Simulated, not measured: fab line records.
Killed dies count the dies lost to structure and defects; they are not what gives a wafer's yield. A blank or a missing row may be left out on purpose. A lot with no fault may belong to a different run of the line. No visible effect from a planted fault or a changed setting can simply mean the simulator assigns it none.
Matching of chambers    flow n5 finfet    4 sister chambers for N5_BEOL_M15_STRIP_36 on rie diel-06
The step strips in O2. 4 wafers are shown with their chamber, then 9 later ones without.

WAFERS PAIRED WITH THEIR CHAMBERS
wafer   chamber  showerhead plenum p Torr (Torr)
L080.1  3        2.04
L087.2  1        2.10
L091.1  0        2.06
L091.5  2        1.95

WAFERS WITH NO CHAMBER GIVEN
wafer   showerhead plenum p Torr (Torr)
L093.1  2.06
L093.2  1.95
L093.3  2.09
L093.4  2.03
L093.5  2.06
L093.6  2.03
L092.1  2.09
L092.3  2.03
L092.5  2.03

EACH ONE'S CHAMBER
wafer   from the rows above  in truth
L093.1  0                    0
L093.2  2                    2
L093.3  1                    1
L093.4  3                    3
L093.5  0                    0
L093.6  3                    3
L092.1  1                    1
L092.3  3                    3
L092.5  3                    3
Correctly placed: 9 of 9. Number that these rows cannot place: 0. Wrongly placed: 0.
How it was worked out, from the rows above alone: a wafer's distance from a chamber is the root of the sum, over the readings, of the square of ((its reading less the chamber's mean) divided by the reading's scatter). The wafer belongs to the nearest chamber; if the next one is less than 2 further off, it can't be placed. The mean given for a chamber averages the wafers shown for that chamber. The scatter: root of mean squared gap, hidden wafer to nearest shown wafer, with one shown wafer a chamber.
